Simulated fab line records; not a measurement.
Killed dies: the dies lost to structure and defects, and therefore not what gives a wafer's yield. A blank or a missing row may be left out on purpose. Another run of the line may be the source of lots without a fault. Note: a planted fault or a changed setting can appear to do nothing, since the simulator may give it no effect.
Chamber matching :: flow n5 finfet :: rie diel-04 running N5_BEOL_M7_ETCH_61: 4 sister chambers
The step etches SiARC in CF4, target depth 45.5 nm, time 75.8 s. 18 wafers are shown with their chamber, then 9 later ones without.

## WAFERS, EACH WITH ITS CHAMBER
wafer: L075.1
chamber: 1
drypump motor current A (A): 6.0
showerhead plenum p Torr (Torr): 2.22
throttle valve pct (%): 15.68

wafer: L075.3
chamber: 3
drypump motor current A (A): 5.9
showerhead plenum p Torr (Torr): 2.22
throttle valve pct (%): 15.63

wafer: L075.5
chamber: 0
drypump motor current A (A): 6.3
showerhead plenum p Torr (Torr): 2.04
throttle valve pct (%): 16.04

wafer: L079.1
chamber: 2
drypump motor current A (A): 5.4
showerhead plenum p Torr (Torr): 2.14
throttle valve pct (%): 15.66

wafer: L079.3
chamber: 3
drypump motor current A (A): 6.0
showerhead plenum p Torr (Torr): 2.21
throttle valve pct (%): 15.65

wafer: L079.5
chamber: 3
drypump motor current A (A): 5.9
showerhead plenum p Torr (Torr): 2.21
throttle valve pct (%): 15.64

wafer: L081.1
chamber: 3
drypump motor current A (A): 5.9
showerhead plenum p Torr (Torr): 2.21
throttle valve pct (%): 15.63

wafer: L081.3
chamber: 1
drypump motor current A (A): 6.0
showerhead plenum p Torr (Torr): 2.22
throttle valve pct (%): 15.69

wafer: L081.5
chamber: 0
drypump motor current A (A): 6.3
showerhead plenum p Torr (Torr): 2.04
throttle valve pct (%): 16.04

wafer: L082.2
chamber: 0
drypump motor current A (A): 6.3
showerhead plenum p Torr (Torr): 2.04
throttle valve pct (%): 16.05

wafer: L082.3
chamber: 3
drypump motor current A (A): 5.9
showerhead plenum p Torr (Torr): 2.21
throttle valve pct (%): 15.65

wafer: L082.5
chamber: 2
drypump motor current A (A): 5.4
showerhead plenum p Torr (Torr): 2.13
throttle valve pct (%): 15.67

wafer: L086.1
chamber: 0
drypump motor current A (A): 6.3
showerhead plenum p Torr (Torr): 2.04
throttle valve pct (%): 16.06

wafer: L086.3
chamber: 1
drypump motor current A (A): 6.0
showerhead plenum p Torr (Torr): 2.21
throttle valve pct (%): 15.72

wafer: L086.4
chamber: 3
drypump motor current A (A): 6.0
showerhead plenum p Torr (Torr): 2.21
throttle valve pct (%): 15.67

wafer: L088.2
chamber: 1
drypump motor current A (A): 6.0
showerhead plenum p Torr (Torr): 2.21
throttle valve pct (%): 15.73

wafer: L088.3
chamber: 3
drypump motor current A (A): 5.9
showerhead plenum p Torr (Torr): 2.21
throttle valve pct (%): 15.67

wafer: L088.5
chamber: 1
drypump motor current A (A): 6.0
showerhead plenum p Torr (Torr): 2.21
throttle valve pct (%): 15.73

SIGNATURES (averages over the wafers above)
reading: drypump motor current A
chamber 0: 6.300
chamber 1: 6.000
chamber 2: 5.400
chamber 3: 5.929
scatter within a chamber: 0.0319

reading: showerhead plenum p Torr
chamber 0: 2.0400
chamber 1: 2.2140
chamber 2: 2.1350
chamber 3: 2.2114
scatter within a chamber: 0.00427

reading: throttle valve pct
chamber 0: 16.0475
chamber 1: 15.7100
chamber 2: 15.6650
chamber 3: 15.6486
scatter within a chamber: 0.0173
Rule: for each reading, subtract the chamber's mean from the wafer's reading, divide by that reading's scatter and square the result; add these up over the readings and take the root, which gives the wafer's distance from the chamber. If the next closest chamber is less than 2 further off than the closest, the wafer can't be placed; otherwise it belongs to the closest. The scatter: the root of (the sum of the squares of (reading less its chamber's mean) over the shown wafers, divided by (wafers less chambers)).

## WAFERS WITHOUT THEIR CHAMBER
wafer: L089.1
drypump motor current A (A): 6.0
showerhead plenum p Torr (Torr): 2.21
throttle valve pct (%): 15.74

wafer: L089.2
drypump motor current A (A): 5.4
showerhead plenum p Torr (Torr): 2.13
throttle valve pct (%): 15.69

wafer: L089.3
drypump motor current A (A): 6.0
showerhead plenum p Torr (Torr): 2.21
throttle valve pct (%): 15.68

wafer: L091.1
drypump motor current A (A): 6.0
showerhead plenum p Torr (Torr): 2.21
throttle valve pct (%): 15.74

wafer: L091.3
drypump motor current A (A): 5.9
showerhead plenum p Torr (Torr): 2.21
throttle valve pct (%): 15.69

wafer: L091.6
drypump motor current A (A): 6.0
showerhead plenum p Torr (Torr): 2.21
throttle valve pct (%): 15.73

wafer: L096.4
drypump motor current A (A): 6.3
showerhead plenum p Torr (Torr): 2.29
throttle valve pct (%): 15.59

wafer: L096.5
drypump motor current A (A): 6.3
showerhead plenum p Torr (Torr): 2.29
throttle valve pct (%): 15.60

wafer: L096.6
drypump motor current A (A): 6.0
showerhead plenum p Torr (Torr): 2.21
throttle valve pct (%): 15.76

## CHAMBER TAKEN BY EACH
wafer: L089.1
from the rows above: 1
in truth: 1

wafer: L089.2
from the rows above: 2
in truth: 2

wafer: L089.3
from the rows above: can't be placed: 1 or 3
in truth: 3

wafer: L091.1
from the rows above: 1
in truth: 1

wafer: L091.3
from the rows above: can't be placed: 3 or 1
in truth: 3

wafer: L091.6
from the rows above: 1
in truth: 1

wafer: L096.4
from the rows above: can't be placed: 1 or 3
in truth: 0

wafer: L096.5
from the rows above: can't be placed: 1 or 3
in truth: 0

wafer: L096.6
from the rows above: 1
in truth: 1
5 of 9 placed correctly. These rows do not allow placing 4 (true chamber among the candidates in 2). 0 placed wrongly.
